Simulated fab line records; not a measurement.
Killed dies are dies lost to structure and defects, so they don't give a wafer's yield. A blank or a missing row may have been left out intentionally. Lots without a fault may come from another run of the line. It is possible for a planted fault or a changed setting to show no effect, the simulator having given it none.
fab line records -- flow n5-finfet
record lots=7, wafers=21, last-day=18
route steps=1938 shown BEOL_M2@891 BEOL_M3@931 PASSIVATION@1936
lots with no fault: from the same line, run without faults
start-h: start of the lot's first displayed wafer, in hours after the record's first day -- wait-h: hours elapsed since this lot's preceding step -- " the same as in the row above -- L1.1+2: a row that stands for several wafers -- - no value, or no start was given -- * or withheld: withheld -- < > ~ a bound
route shown NAME@n: names a module that has steps shown in the file, with the first one's number in the route -- usual: the fault-free wafers' mean and standard deviation -- same: alike in all rows -- chamber/n: place in a boat -- sites: each site's reading -- _std_site: the values' standard deviation -- _edge_site: mean of outer sites minus mean of inner sites -- radius-mm: how far each site lies from the wafer's centre -- mask NAME#n: copy n -- behind: tool/chamber where the wafer was last shaped -- hold: cause of the lot's hold/its duration in hours/its outcome -- device: transistor that didn't switch, given as n, p or np -- end of line: the route-end tests of the same wafers -- step lacking rows: just its recipe -- killed: dies lost to structure and defects at the first sort, not the wafer's yield -- map: a wafer's dies, marking killed ones x, the rest . and places with no die _
set.NAME: the run value of the setting; set.NAME@STEP: its run value at that earlier step -- model.NAME: the simulator's own value behind a step, which no gauge read
lots seen at some steps along the route; tables by step, rows by wafer
services: when a tool's chamber went out of use (start-h, in hours from the record's first day, below 0 if earlier), for how many hours, and the reason
## steps
# step N5_BEOL_M2_ETCH_41
# recipe chemistry=CH3F/O2, target=SiCN, target-depth-a=299, taper-deg=2, time-s=52.5, ion-energy-ev=120, mask-material=TiN, pressure-mtorr=30, source-w=395, bias-w=75, Ar_flow_sccm=150, CH3F_flow_sccm=30, O2_flow_sccm=20
# step N5_BEOL_M2_STRIP_97
# recipe chemistry=N2/H2, time-s=10, power-w=450, temp-c=40, pressure-mtorr=20, rf-frequency-hz=6e+07, bias-power-w=7, n2-flow-sccm=200, h2-flow-sccm=200
# step N5_BEOL_M2_OCD_MEAS_38
# usual trench-depth-nm=55.4/0.94
lot.wafer,tool,chamber,start-h,wait-h,trench-depth-nm
L766.1,ocd-02,-,201.85,-,54.2
L766.2,ocd-02,-,201.85,-,57.0
L766.3,ocd-02,-,201.85,-,56.3
L768.1,ocd-01,-,212.90,-,54.4
L768.3,ocd-01,-,212.90,-,54.1
L768.5,ocd-01,-,212.90,-,55.1
L770.3,ocd-01,-,220.21,-,56.6
L770.4,ocd-01,-,220.21,-,54.7
L770.5,ocd-01,-,220.21,-,56.6
L771.2,ocd-01,-,223.21,-,56.3
L771.3,ocd-01,-,223.21,-,54.1
L771.5,ocd-01,-,223.21,-,56.2
L773.1,ocd-01,-,237.67,-,56.1
L773.2,ocd-01,-,237.67,-,56.5
L773.6,ocd-01,-,237.67,-,55.4
L772.1,ocd-02,-,239.03,-,54.5
L772.4,ocd-02,-,239.03,-,55.5
L772.6,ocd-02,-,239.03,-,56.2
L780.1,ocd-01,-,280.35,-,55.6
L780.5,ocd-01,-,280.35,-,55.9
L780.6,ocd-01,-,280.35,-,54.5
# step N5_BEOL_M2_HM_STRIP_39
# recipe chemistry=peroxide-tin-strip, material=TiN, target-depth-a=250, temp-c=50, time-s=158
# step N5_BEOL_M2_SRD_40
# recipe time-s=30, temp-c=23, rinse-liquid=diw, dry=ipa-marangoni
# step N5_BEOL_M2_PRECLEAN_42
# recipe chemistry=residue-remover, time-s=60, temp-c=40
# step N5_BEOL_M2_SRD_43
# recipe time-s=30, temp-c=23, rinse-liquid=diw, dry=ipa-marangoni
# step N5_BEOL_M2_CD_MEAS_35
# recipe target-cd-nm=18, target-cd-y-nm=22.2, polarity=opening
# usual cd-nm=18.0/0.32
lot.wafer,tool,chamber,start-h,wait-h,cd-nm
L766.1,cd-sem-01,-,202.00,0.0,17.8
L766.2,cd-sem-01,-,202.00,0.0,18.4
L766.3,cd-sem-01,-,202.00,0.0,18.2
L768.1,cd-sem-01,-,213.10,0.0,18.1
L768.3,cd-sem-01,-,213.10,0.0,18.4
L768.5,cd-sem-01,-,213.10,0.0,18.4
L770.3,cd-sem-01,-,220.36,0.0,17.5
L770.4,cd-sem-01,-,220.36,0.0,17.7
L770.5,cd-sem-01,-,220.36,0.0,17.9
L771.2,cd-sem-01,-,223.36,0.0,18.1
L771.3,cd-sem-01,-,223.36,0.0,17.8
L771.5,cd-sem-01,-,223.36,0.0,17.9
L773.1,cd-sem-03,-,237.83,0.0,17.7
L773.2,cd-sem-03,-,237.83,0.0,18.3
L773.6,cd-sem-03,-,237.83,0.0,18.1
L772.1,cd-sem-02,-,239.28,0.0,18.4
L772.4,cd-sem-02,-,239.28,0.0,18.3
L772.6,cd-sem-02,-,239.28,0.0,18.1
L780.1,cd-sem-03,-,280.50,0.0,18.4
L780.5,cd-sem-03,-,280.50,0.0,18.2
L780.6,cd-sem-03,-,280.50,0.0,18.0
# step N5_BEOL_M2_DEGAS_44
# recipe ambient=vacuum, temp-c=250, time-s=60
# step N5_BEOL_M2_PRE_CLEAN_45
# recipe gas=H2/He, time-s=30, temp-c=250
# usual heater-power-w=315/28
lot.wafer,tool,chamber,start-h,wait-h,heater-power-w
L766.1,pvd-sputter-03,-,202.40,0.0,287
L766.2,pvd-sputter-03,-,202.40,0.0,336
L766.3,pvd-sputter-03,-,202.40,0.0,290
L768.1,pvd-sputter-03,-,213.38,0.0,335
L768.3,pvd-sputter-03,-,213.38,0.0,319
L768.5,pvd-sputter-03,-,213.38,0.0,286
L770.3,pvd-sputter-03,-,220.80,0.0,327
L770.4,pvd-sputter-03,-,220.80,0.0,311
L770.5,pvd-sputter-03,-,220.80,0.0,289
L771.2,pvd-sputter-03,-,223.80,0.0,299
L771.3,pvd-sputter-03,-,223.80,0.0,332
L771.5,pvd-sputter-03,-,223.80,0.0,330
L773.1,pvd-sputter-01,-,237.93,0.0,313
L773.2,pvd-sputter-01,-,237.93,0.0,352
L773.6,pvd-sputter-01,-,237.93,0.0,348
L772.1,pvd-sputter-01,-,239.83,0.0,314
L772.4,pvd-sputter-01,-,239.83,0.0,336
L772.6,pvd-sputter-01,-,239.83,0.0,264
L780.1,pvd-sputter-03,-,281.28,0.0,293
L780.5,pvd-sputter-03,-,281.28,0.0,310
L780.6,pvd-sputter-03,-,281.28,0.0,288
# step N5_BEOL_M2_ALD_84
# recipe material=TaN, target-thk-a=*, temp-c=275, ald-precursor-family=PDMAT, ald-co-reactant=NH3, pressure-torr=3, carrier-flow-sccm=1500, pulse-time-s=2, purge-time-s=3, co-reactant-purge-time-s=2, co-reactant-pulse-time-s=3, ald-cycles=30, precursor-vessel-temp-c=75, precursor-vessel-pressure-torr=26.25, precursor-vessel-carrier-sccm=1000
# usual heater-power-w=417/34
lot.wafer,tool,chamber,start-h,wait-h,heater-power-w,since-wet-clean-h
L766.1,ald-metal-02,3,202.47,0.0,385,6019
L766.2,ald-metal-02,1,202.47,0.0,403,6019
L766.3,ald-metal-02,2,202.47,0.0,428,6019
L768.1,ald-metal-02,2,213.51,0.1,417,6030
L768.3,ald-metal-02,0,213.51,0.1,369,6030
L768.5,ald-metal-02,0,213.51,0.1,364,-
L770.3,ald-metal-01,2,220.86,0.0,416,2961
L770.4,ald-metal-01,3,220.86,0.0,362,2961
L770.5,ald-metal-01,1,220.86,0.0,395,-
L771.2,ald-metal-02,3,223.86,0.0,384,6041
L771.3,ald-metal-02,0,223.86,0.0,366,6041
L771.5,ald-metal-02,0,223.86,0.0,378,-
L773.1,ald-metal-04,3,237.99,0.0,462,1439
L773.2,ald-metal-04,1,237.99,0.0,443,1439
L773.6,ald-metal-04,1,237.99,0.0,437,-
L772.1,ald-metal-04,3,239.93,0.1,454,1441
L772.4,ald-metal-04,1,239.93,0.1,452,1441
L772.6,ald-metal-04,0,239.93,0.1,442,-
L780.1,ald-metal-02,2,281.35,0.0,411,6098
L780.5,ald-metal-02,0,281.35,0.0,373,-
L780.6,ald-metal-02,2,281.35,0.0,421,-
# step N5_BEOL_M2_SURFACE_TREAT_85
# recipe gas=Ar, time-s=*, ion-energy-ev=*, ion-current-ma-cm2=0.5, pressure-mtorr=*, ar-flow-sccm=30
# step N5_BEOL_M2_CVD_47
# recipe material=Co, target-thk-a=30, temp-c=withheld, precursor=CCTBA/H2, pressure-torr=30, time-s=223.8
lot.wafer,tool,chamber,start-h,wait-h,since-wet-clean-h
L766.1,cvd-co-02,0,202.86,0.0,963
L766.2,cvd-co-02,2,202.86,0.0,504
L766.3,cvd-co-02,1,202.86,0.0,58
L768.1,cvd-co-02,2,213.84,0.1,515
L768.3,cvd-co-02,0,213.84,0.1,974
L768.5,cvd-co-02,1,213.84,0.1,-
L770.3,cvd-co-02,0,221.18,0.0,981
L770.4,cvd-co-02,2,221.18,0.0,-
L770.5,cvd-co-02,1,221.18,0.0,-
L771.2,cvd-co-02,1,224.21,0.1,80
L771.3,cvd-co-02,0,224.21,0.1,984
L771.5,cvd-co-02,0,224.21,0.1,-
L773.1,cvd-co-02,1,238.39,0.1,94
L773.2,cvd-co-02,0,238.39,0.1,998
L773.6,cvd-co-02,1,238.39,0.1,-
L772.1,cvd-co-02,2,240.31,0.0,541
L772.4,cvd-co-02,0,240.31,0.0,-
L772.6,cvd-co-02,1,240.31,0.0,-
L780.1,cvd-co-01,0,281.65,0.0,823
L780.5,cvd-co-01,1,281.65,0.0,-
L780.6,cvd-co-01,0,281.65,0.0,-
# step N5_BEOL_M2_SPUTTER_48
# recipe material=Cu, target-thk-a=45, temp-c=-20, chamber-pressure-pa=0.07, power-w=withheld, time-s=8.29
# step N5_BEOL_M2_ANNEAL_49
# recipe temp-c=400, time-s=240, ambient=vacuum
# step N5_BEOL_M2_SPUTTER_79
# recipe material=Cu, target-thk-a=45, temp-c=-20, chamber-pressure-pa=0.07, power-w=withheld, time-s=8.29
# step N5_BEOL_M2_ANNEAL_80
# recipe temp-c=400, time-s=240, ambient=vacuum
# step N5_BEOL_M2_SPUTTER_81
# recipe material=Cu, target-thk-a=45, temp-c=-20, chamber-pressure-pa=0.07, power-w=withheld, time-s=8.29
# step N5_BEOL_M2_ANNEAL_82
# recipe temp-c=400, time-s=240, ambient=vacuum
# step N5_BEOL_M2_SPUTTER_86
# recipe material=Cu, target-thk-a=45, temp-c=-20, chamber-pressure-pa=0.07, power-w=withheld, time-s=8.29
# step N5_BEOL_M2_ANNEAL_87
# recipe temp-c=400, time-s=240, ambient=vacuum
# step N5_BEOL_M2_SPUTTER_88
# recipe material=Cu, target-thk-a=45, temp-c=-20, chamber-pressure-pa=0.07, power-w=withheld, time-s=8.29
# step N5_BEOL_M2_ANNEAL_89
# recipe temp-c=400, time-s=240, ambient=vacuum
# step N5_BEOL_M2_SPUTTER_90
# recipe material=Cu, target-thk-a=45, temp-c=-20, chamber-pressure-pa=0.07, power-w=withheld, time-s=8.29
# step N5_BEOL_M2_ANNEAL_91
# recipe temp-c=400, time-s=240, ambient=vacuum
# usual heater-power-w=780/67
lot.wafer,tool,chamber,start-h,wait-h,heater-power-w
L766.1,pvd-sputter-03,-,204.20,0.0,706
L766.2,pvd-sputter-03,-,204.20,0.0,826
L766.3,pvd-sputter-03,-,204.20,0.0,742
L768.1,pvd-sputter-03,-,216.91,0.0,722
L768.3,pvd-sputter-03,-,216.91,0.0,778
L768.5,pvd-sputter-03,-,216.91,0.0,811
L770.3,pvd-sputter-02,-,222.52,0.0,807
L770.4,pvd-sputter-02,-,222.52,0.0,838
L770.5,pvd-sputter-02,-,222.52,0.0,807
L771.2,pvd-sputter-02,-,225.55,0.0,718
L771.3,pvd-sputter-02,-,225.55,0.0,819
L771.5,pvd-sputter-02,-,225.55,0.0,930
L773.1,pvd-sputter-02,-,239.82,0.0,948
L773.2,pvd-sputter-02,-,239.82,0.0,797
L773.6,pvd-sputter-02,-,239.82,0.0,830
L772.1,pvd-sputter-03,-,241.65,0.0,734
L772.4,pvd-sputter-03,-,241.65,0.0,726
L772.6,pvd-sputter-03,-,241.65,0.0,788
L780.1,pvd-sputter-01,-,282.99,0.0,793
L780.5,pvd-sputter-01,-,282.99,0.0,675
L780.6,pvd-sputter-01,-,282.99,0.0,885
# step N5_BEOL_M2_SPUTTER_92
# recipe material=Cu, target-thk-a=45, temp-c=-20, chamber-pressure-pa=0.07, power-w=withheld, time-s=8.29
# step N5_BEOL_M2_ANNEAL_93
# recipe temp-c=400, time-s=240, ambient=vacuum
# usual heater-power-w=779/67
lot.wafer,tool,chamber,start-h,wait-h,heater-power-w
L766.1,pvd-sputter-03,-,204.42,0.0,713
L766.2,pvd-sputter-03,-,204.42,0.0,829
L766.3,pvd-sputter-03,-,204.42,0.0,740
L768.1,pvd-sputter-03,-,217.13,0.0,715
L768.3,pvd-sputter-03,-,217.13,0.0,792
L768.5,pvd-sputter-03,-,217.13,0.0,801
L770.3,pvd-sputter-02,-,222.74,0.0,783
L770.4,pvd-sputter-02,-,222.74,0.0,838
L770.5,pvd-sputter-02,-,222.74,0.0,799
L771.2,pvd-sputter-02,-,225.77,0.0,717
L771.3,pvd-sputter-02,-,225.77,0.0,844
L771.5,pvd-sputter-02,-,225.77,0.0,923
L773.1,pvd-sputter-02,-,240.04,0.0,948
L773.2,pvd-sputter-02,-,240.04,0.0,786
L773.6,pvd-sputter-02,-,240.04,0.0,842
L772.1,pvd-sputter-03,-,241.87,0.0,737
L772.4,pvd-sputter-03,-,241.87,0.0,716
L772.6,pvd-sputter-03,-,241.87,0.0,769
L780.1,pvd-sputter-01,-,283.21,0.0,756
L780.5,pvd-sputter-01,-,283.21,0.0,679
L780.6,pvd-sputter-01,-,283.21,0.0,873
# step N5_BEOL_M2_SPUTTER_94
# recipe material=Cu, target-thk-a=45, temp-c=-20, chamber-pressure-pa=0.07, power-w=withheld, time-s=8.29
# step N5_BEOL_M2_ANNEAL_95
# recipe temp-c=400, time-s=240, ambient=vacuum
# step N5_BEOL_M2_SPUTTER_96
# recipe material=Cu, target-thk-a=45, temp-c=-20, chamber-pressure-pa=0.07, power-w=withheld, time-s=8.29
# step N5_BEOL_M2_ECD_50
# recipe material=Cu, target-thk-a=3000
# step N5_BEOL_M2_ANNEAL_51
# recipe temp-c=225, time-s=90, ambient=N2
# step N5_BEOL_M2_CMP_52
# recipe stop-on=SiOC, t-overpolish-s=6.8, down-force-psi=1, platen-rpm=50, clearing-platen-down-force-psi=1.5, clearing-platen-rpm=50, post-cmp-clean=cu-alkaline, target-thk-nm=40, clearing-platen-pad-velocity-m-s=0.99484, pad-velocity-m-s=0.99484
# step N5_BEOL_M2_THK_MEAS_53
# recipe thk-meas-gauge=xrf, reads=Cu_of_BEOL_M2_ECD_50
# usual M2_THK=39.5/1.3
lot.wafer,tool,chamber,start-h,wait-h,M2_THK[nm]
L766.1,film-metro-01,-,205.57,-,38.6
L766.2,film-metro-01,-,205.57,-,39.7
L766.3,film-metro-01,-,205.57,-,38.8
L768.1,film-metro-02,-,218.30,-,38.5
L768.3,film-metro-02,-,218.30,-,39.2
L768.5,film-metro-02,-,218.30,-,40.2
L770.3,film-metro-01,-,223.89,-,42.2
L770.4,film-metro-01,-,223.89,-,39.2
L770.5,film-metro-01,-,223.89,-,40.8
L771.2,film-metro-02,-,226.93,-,40.8
L771.3,film-metro-02,-,226.93,-,38.7
L771.5,film-metro-02,-,226.93,-,40.8
L773.1,film-metro-02,-,241.51,-,38.8
L773.2,film-metro-02,-,241.51,-,39.3
L773.6,film-metro-02,-,241.51,-,38.0
L772.1,film-metro-02,-,243.02,-,39.8
L772.4,film-metro-02,-,243.02,-,40.2
L772.6,film-metro-02,-,243.02,-,42.1
L780.1,film-metro-01,-,284.35,-,39.8
L780.5,film-metro-01,-,284.35,-,40.0
L780.6,film-metro-01,-,284.35,-,38.7
# step N5_BEOL_M2_PRE_CLEAN_60
# recipe gas=NH3/H2, time-s=15, temp-c=*, rf-power-w=300
# step N5_BEOL_M2_CO_CAP_55
# recipe material=Co, target-thk-a=20, temp-c=200, precursor=CCTBA/H2, pressure-torr=30, time-s=102.1
# usual heater-power-w=243/18
lot.wafer,tool,chamber,start-h,wait-h,heater-power-w,since-wet-clean-h
L766.1,cvd-co-01,2,205.64,0.0,233,288
L766.2,cvd-co-01,1,205.64,0.0,246,1184
L766.3,cvd-co-01,0,205.64,0.0,265,747
L768.1,cvd-co-01,0,218.38,0.0,262,760
L768.3,cvd-co-01,2,218.38,0.0,232,300
L768.5,cvd-co-01,0,218.38,0.0,266,-
L770.3,cvd-co-02,0,224.03,0.0,215,984
L770.4,cvd-co-02,2,224.03,0.0,264,-
L770.5,cvd-co-02,1,224.03,0.0,250,-
L771.2,cvd-co-01,1,227.01,0.0,252,1206
L771.3,cvd-co-01,0,227.01,0.0,264,768
L771.5,cvd-co-01,0,227.01,0.0,262,-
L773.1,cvd-co-02,1,241.59,0.0,254,97
L773.2,cvd-co-02,0,241.59,0.0,212,1002
L773.6,cvd-co-02,1,241.59,0.0,245,-
L772.1,cvd-co-02,0,243.10,0.0,209,1003
L772.4,cvd-co-02,0,243.10,0.0,214,-
L772.6,cvd-co-02,1,243.10,0.0,244,-
L780.1,cvd-co-01,0,284.43,0.0,265,826
L780.5,cvd-co-01,0,284.43,0.0,264,-
L780.6,cvd-co-01,2,284.43,0.0,231,-
# step N5_BEOL_M2_PRE_CLEAN_56
# recipe gas=NH3, time-s=15, temp-c=withheld, rf-power-w=300
# step N5_BEOL_M2_DEP_57
# recipe material=SiCN, target-thk-a=80, temp-c=withheld, precursor=3MS/NH3, pressure-torr=3, rf-w=202, time-s=14
# step N5_BEOL_M2_RS_MEAS_58
# recipe thk-meas-gauge=four-point-probe, reads=Co_of_BEOL_M2_CO_CAP_55+Cu_of_BEOL_M2_ECD_50+Co_of_BEOL_M2_CVD_47+TaN_of_BEOL_M2_ALD_84
# usual M2_RS=0.669/0.029
lot.wafer,tool,chamber,start-h,wait-h,M2_RS[ohm/sq]
L766.1,film-metro-01,-,205.86,0.1,0.680
L766.2,film-metro-01,-,205.86,0.1,0.660
L766.3,film-metro-01,-,205.86,0.1,0.673
L768.1,film-metro-02,-,218.56,0.0,0.687
L768.3,film-metro-02,-,218.56,0.0,0.680
L768.5,film-metro-02,-,218.56,0.0,0.646
L770.3,film-metro-02,-,224.22,0.1,0.612
L770.4,film-metro-02,-,224.22,0.1,0.674
L770.5,film-metro-02,-,224.22,0.1,0.639
L771.2,film-metro-02,-,227.22,0.1,0.638
L771.3,film-metro-02,-,227.22,0.1,0.685
L771.5,film-metro-02,-,227.22,0.1,0.642
L773.1,film-metro-01,-,241.77,0.0,0.677
L773.2,film-metro-01,-,241.77,0.0,0.673
L773.6,film-metro-01,-,241.77,0.0,0.698
L772.1,film-metro-01,-,243.28,0.0,0.653
L772.4,film-metro-01,-,243.28,0.0,0.649
L772.6,film-metro-01,-,243.28,0.0,0.614
L780.1,film-metro-02,-,284.61,0.0,0.658
L780.5,film-metro-02,-,284.61,0.0,0.657
L780.6,film-metro-02,-,284.61,0.0,0.679
# step N5_BEOL_M3_ILD_DEP_00
# recipe material=SiOC, target-thk-a=790, temp-c=350, precursor=DEMS/O2, pressure-torr=5, rf-w=500, time-s=15.3
# step N5_BEOL_M3_THK_MEAS_01
# recipe reads=SiOC_of_BEOL_M3_ILD_DEP_00
# usual M3_ILD_THK=78.8/1
lot.wafer,tool,chamber,start-h,wait-h,M3_ILD_THK[nm]
L766.1,film-metro-02,-,205.99,0.0,77.8
L766.2,film-metro-02,-,205.99,0.0,78.9
L766.3,film-metro-02,-,205.99,0.0,78.2
L768.1,film-metro-02,-,218.69,0.0,78.0
L768.3,film-metro-02,-,218.69,0.0,77.5
L768.5,film-metro-02,-,218.69,0.0,79.2
L770.3,film-metro-02,-,224.35,0.1,78.5
L770.4,film-metro-02,-,224.35,0.1,79.6
L770.5,film-metro-02,-,224.35,0.1,79.8
L771.2,film-metro-02,-,227.35,0.1,78.2
L771.3,film-metro-02,-,227.35,0.1,78.3
L771.5,film-metro-02,-,227.35,0.1,79.4
L773.1,film-metro-01,-,241.90,0.0,80.2
L773.2,film-metro-01,-,241.90,0.0,79.7
L773.6,film-metro-01,-,241.90,0.0,79.7
L772.1,film-metro-02,-,243.41,0.0,77.9
L772.4,film-metro-02,-,243.41,0.0,78.8
L772.6,film-metro-02,-,243.41,0.0,78.6
L780.1,film-metro-02,-,284.75,0.1,78.2
L780.5,film-metro-02,-,284.75,0.1,80.2
L780.6,film-metro-02,-,284.75,0.1,80.3
# step N5_PASSIVATION_PROBE_49
# usual defect-limited-yield=91.7/1.5, killed_at_M0_to_M3=30/8.6, killed_at_M4_up=12/4.5, killed-at-contacts=13/5.8, killed-at-front-end=38/11, killed-at-other=4/3, killed-dies=97/17, killed-open=63/12, killed-short=32/8.8, sort_bin_5_function=4.8/0.91, sort_bin_6_memory=3.1/0.68, sort-n-pass=1083/17, sort-yield-pct=91.7/1.5
# same gross-dies=1180, killed-at-back-side=0, sort_bin_4_leakage[%]=0, sort_bin_8_speed[%]=0
lot.wafer,tool,chamber,start-h,wait-h,defect-limited-yield[%],killed_at_M0_to_M3,killed_at_M4_up,killed-at-contacts,killed-at-front-end,killed-at-other,killed-dies,killed-open,killed-short,sort_bin_5_function[%],sort_bin_6_memory[%],sort-n-pass,sort-yield-pct[%]
L771.2,prober-01,-,357.54,0.1,80.3,186,13,12,20,2,233,62,20,11.8,4.2,947,80.3
L771.3,prober-01,-,357.59,0.1,82.6,134,15,25,27,4,205,69,31,10.3,3.7,975,82.6
L771.5,prober-01,-,357.69,0.2,85.1,123,19,12,21,1,176,60,21,8.5,3.8,1004,85.1
L773.1,prober-01,-,373.39,0.0,81.9,165,8,6,33,2,214,49,16,10.8,3.2,966,81.9
L773.2,prober-01,-,373.44,0.1,85.0,116,11,12,33,5,177,44,34,8.8,2.5,1003,85.0
L773.6,prober-01,-,373.64,0.3,81.3,163,18,9,25,6,221,44,23,10.7,3.8,959,81.3
L772.1,prober-01,-,378.00,0.0,85.2,120,10,7,29,9,175,67,28,8.6,3.6,1005,85.2
L772.4,prober-01,-,378.15,0.2,85.2,123,13,15,16,8,175,53,19,8.6,3.4,1005,85.2
L772.6,prober-01,-,378.25,0.3,79.7,179,10,16,30,5,240,63,24,13.3,4.2,940,79.7
# killed by level:class
L771.2 BEOL_M2:unspecified=150 BEOL_M0_SAQP:geometric-particle:open=10 MOL_CONTACT_COAG:geometric-particle:open=10 STI_FIN_REVEAL:geometric-particle:open=8 BEOL_M3:geometric-particle:open=7 BEOL_M2:geometric-particle:open=7 BEOL_M0_SAQP:geometric-particle:short=5 STARTING-WAFER:geometric-particle:open=4
L771.3 BEOL_M2:unspecified=105 MOL_CONTACT_COAG:geometric-particle:open=18 BEOL_M3:geometric-particle:open=9 STI_FIN_REVEAL:geometric-particle:open=7 MOL_CONTACT_COAG:geometric-particle:short=7 BEOL_M5:geometric-particle:open=7 BEOL_M0_SAQP:geometric-particle:short=5 FIN_SAQP:geometric-particle:open=4
L771.5 BEOL_M2:unspecified=95 MOL_CONTACT_COAG:geometric-particle:open=10 BEOL_M2:geometric-particle:open=10 FIN_SAQP:geometric-particle:open=8 BEOL_M0_SAQP:geometric-particle:short=6 BEOL_M1:geometric-particle:open=6 BEOL_M5:geometric-particle:open=5 BEOL_M4:geometric-particle:short=5
L773.1 BEOL_M2:unspecified=147 STI_FIN_REVEAL:geometric-particle:open=14 BEOL_M3:geometric-particle:open=6 MOL_CONTACT_COAG:geometric-particle:open=5 BEOL_M4:geometric-particle:open=4 FIN_SAQP:geometric-particle:open=3 DUMMY_GATE:geometric-particle:open=3 GATE_CUT:geometric-particle:short=3
L773.2 BEOL_M2:unspecified=96 MOL_CONTACT_COAG:geometric-particle:open=10 BEOL_M3:geometric-particle:open=7 ILD0:geometric-particle:open=6 GATE_CUT:geometric-particle:short=5 FIN_SAQP:geometric-particle:short=4 ILD0:geometric-particle:short=4 STARTING-WAFER:geometric-particle:open=4
L773.6 BEOL_M2:unspecified=152 BEOL_M4:geometric-particle:open=11 MOL_CONTACT_COAG:geometric-particle:open=8 FIN_SAQP:geometric-particle:short=7 FIN_SAQP:geometric-particle:open=4 STARTING-WAFER:geometric-particle:open=4 GATE_CUT:geometric-particle:short=3 BEOL_M1:geometric-particle:open=3
L772.1 BEOL_M2:unspecified=78 BEOL_M1:geometric-particle:open=11 STI_FIN_REVEAL:geometric-particle:open=9 DUMMY_GATE:geometric-particle:open=6 BEOL_M0:geometric-particle:open=6 BEOL_M0_SAQP:geometric-particle:short=5 BEOL_M0_SAQP:geometric-particle:open=5 STARTING-WAFER:geometric-particle:open=5
L772.4 BEOL_M2:unspecified=102 MOL_CONTACT_COAG:geometric-particle:open=14 BEOL_M4:geometric-particle:open=7 FIN_SAQP:geometric-particle:open=4 DUMMY_GATE:geometric-particle:open=4 BEOL_M0_SAQP:geometric-particle:short=4 BEOL_M0_SAQP:geometric-particle:open=3 MIM_TOP_ETCH:geometric-particle:open=3
L772.6 BEOL_M2:unspecified=153 MOL_CONTACT_COAG:geometric-particle:open=13 BEOL_M1:geometric-particle:open=9 DUMMY_GATE:geometric-particle:open=8 BEOL_M3:geometric-particle:short=6 FIN_SAQP:geometric-particle:open=5 BEOL_M3:geometric-particle:open=5 FIN_SAQP:geometric-particle:short=4
# map L771.2 (x killed, . not)
_________________............________________
______________...x.............._____________
___________....................x...__________
__________...x......................_________
________.......x................x....._______
_______..x........x............x.......______
______.....x.................xx...xx.x.x_____
_____.....x.......x......................____
____x..............x................x.....___
___x..x......................x...x.........__
___.....x.....x..x......x..x..x.......x....__
__xx...............x.....x..............x..._
__..x...................xx............x....._
_.....................x..x...................
_...x....................x.....x...........x.
_.....x......................................
_..x.....................x....x.x...x........
_........x...............................x...
_................xx...x.x..................x.
_.......................xxx.x................
_...................x.xxxxxxxxxx......x.....x
__x.............x..xxxxxxxxxxxx.....x......._
__..x..............xxxxxxxxxxxxxx........x.._
___...........x.xxxxxxxxxxxxxxxxxx.....x...__
___.......x......xxxxxxxxxxxxxxx...........__
____...x..........xxxxxxxxxxxxxx........x.___
_____.............xxxxxxxxxxxxxx.x.......____
______......xx....xxxxxxxxxxxxxxx......._____
_______........x...xxxxxxxxxxxx.x......______
________.x..x........xxxxxxxx.x......._______
__________..........x.xxxxxx.xx....._________
___________.........xx..xx...x..x..__________
______________.................._____________
_________________........xx..________________
# map L772.6 (x killed, . not)
_________________x...xx......________________
______________...............x.._____________
___________.....x..................__________
__________....x....................._________
________...................x.........._______
_______..............x.................______
______x..........x....x..........x...x.._____
_____xx..x.......x..................x...x____
____..x................................x..___
___.................x....................x.__
___.................xx.....................__
__..............x....x...x.x................_
__...............................x........x._
_..x.......x...............................x.
_............................x...............
_...............xx...........................
_.......x.....x......xxx.xx..................
_........................x.....x..x........xx
_...........x.....x....x...x..........x......
_...x..........x...xxx.xxxxx..x.x........x...
_x...x.......x...x..x.xxxxxxxx.xx....x.......
__......x..........x.xxxxxxxxxx............._
__...............x..xxxxxxxxxxxxx..........._
___...............xxxxxxxxxxxxxx.x.........__
___.x..........xx.xxxxxxxxxxxxxxx.x........__
____.........x.....xxxxxxxxxxxxxx.........___
_____...........xx.xxxxxxxxxxxxx..x......____
______...x..........xxxxxxxxxxxxxxx....._____
_______...........xxxxxxxxxxxxx....xx..______
________............x.xxxxxxxxxx....x._______
__________.x..xx......xxxxx.xxxx...._________
___________......x......xx.x.xx....__________
______________...xx.....x......._____________
_________________...xx.......________________
## services
tool,chamber,start-h,hours,kind
ald-metal-01,-,184.87,0.9,repair
ald-metal-04,2,201.60,33.2,repair
cvd-co-01,-,228.17,6.0,pm
ald-metal-02,-,248.30,8.7,pm
ald-metal-01,1,250.81,2.9,repair
ald-metal-04,-,255.66,28.1,pm
ald-metal-02,3,277.92,12.6,repair
## key
first-sign step=N5_PASSIVATION_PROBE_49, reading=killed_at_M0_to_M3, direction=up, sigmas=13, usual=30, struck=145
effect step=N5_PASSIVATION_PROBE_49, reading=killed-dies, direction=up, sigmas=6, usual=97, struck=202
more-kills-born-at N5_BEOL_M2_CVD_47@cvd-co-02=1078
met-at N5_BEOL_M2_CVD_47
struck-wafers L771.2,L771.3,L771.5,L772.1,L772.4,L772.6,L773.1,L773.2,L773.6
onset-between 221.18 224.21
fault kind=chamber-particle-source, tool=cvd-co-02, chamber=-, onset-h=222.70, steps=N5_BEOL_M2_CVD_47, rate-per-visit-cm2=1.6387, end-h=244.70
